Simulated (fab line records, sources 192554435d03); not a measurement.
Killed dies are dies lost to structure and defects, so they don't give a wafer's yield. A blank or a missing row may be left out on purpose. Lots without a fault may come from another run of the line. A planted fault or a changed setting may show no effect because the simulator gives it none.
Chamber matching | flow n5_finfet | N5_BEOL_M5_ETCH_72 on rie_diel-05: 4 sister chambers
The step etches underlayer in N2/H2, target depth 6.5 nm, time 5.2 s. 16 wafers are shown with their chamber, then 8 later ones without.

WAFERS WITH THEIR CHAMBER
wafer  | chamber | throttle_valve_pct (%) | showerhead_plenum_p_Torr (Torr) | drypump_motor_current_A (A)
L076.3 | 1       | 17.5                   | 2.47                            | 5.9
L076.4 | 0       | 18.3                   | 2.56                            | 5.0
L076.6 | 0       | 18.3                   | 2.56                            | 5.0
L080.1 | 2       | 17.9                   | 2.55                            | 6.0
L080.2 | 0       | 18.3                   | 2.56                            | 5.0
L080.4 | 3       | 18.4                   | 2.64                            | 5.8
L082.2 | 0       | 18.3                   | 2.56                            | 5.0
L082.4 | 3       | 18.4                   | 2.64                            | 5.8
L082.6 | 2       | 17.9                   | 2.55                            | 5.9
L087.2 | 3       | 18.4                   | 2.63                            | 5.8
L087.3 | 1       | 17.5                   | 2.46                            | 5.9
L087.4 | 2       | 17.9                   | 2.55                            | 6.0
L091.1 | 2       | 17.9                   | 2.54                            | 5.9
L091.2 | 1       | 17.6                   | 2.46                            | 5.8
L091.5 | 1       | 17.6                   | 2.46                            | 5.8
L092.1 | 1       | 17.6                   | 2.46                            | 5.8

SIGNATURES (means of the wafers above)
reading                  | chamber 0 | chamber 1 | chamber 2 | chamber 3 | scatter within a chamber
throttle_valve_pct       | 18.300    | 17.560    | 17.900    | 18.400    | 0.0316
showerhead_plenum_p_Torr | 2.5600    | 2.4620    | 2.5475    | 2.6367    | 0.0043
drypump_motor_current_A  | 5.000     | 5.840     | 5.950     | 5.800     | 0.0428
Rule: a wafer's distance from a chamber is the root of the sum, over the readings, of the square of ((its reading less the chamber's mean) divided by the reading's scatter). The wafer belongs to the nearest chamber; if the next one is less than 2 further off, it can't be placed. The scatter: the root of (the sum of the squares of (reading less its chamber's mean) over the shown wafers, divided by (wafers less chambers)).

WAFERS WITHOUT THEIR CHAMBER
wafer  | throttle_valve_pct (%) | showerhead_plenum_p_Torr (Torr) | drypump_motor_current_A (A)
L092.2 | 18.3                   | 2.55                            | 5.0
L092.3 | 18.0                   | 2.54                            | 5.9
L094.2 | 17.9                   | 2.54                            | 6.0
L094.4 | 18.4                   | 2.55                            | 5.0
L094.5 | 18.4                   | 2.63                            | 5.8
L097.1 | 18.4                   | 2.63                            | 5.9
L097.3 | 17.9                   | 2.54                            | 5.9
L097.6 | 18.4                   | 2.63                            | 5.8

WHICH CHAMBER EACH WENT THROUGH
wafer  | from the rows above | in truth
L092.2 | 0                   | 0
L092.3 | 2                   | 2
L094.2 | 2                   | 2
L094.4 | 0                   | 0
L094.5 | 3                   | 3
L097.1 | 3                   | 3
L097.3 | 2                   | 2
L097.6 | 3                   | 3
Placed correctly: 8 of 8. Can't be placed from these rows: 0. Placed wrongly: 0.
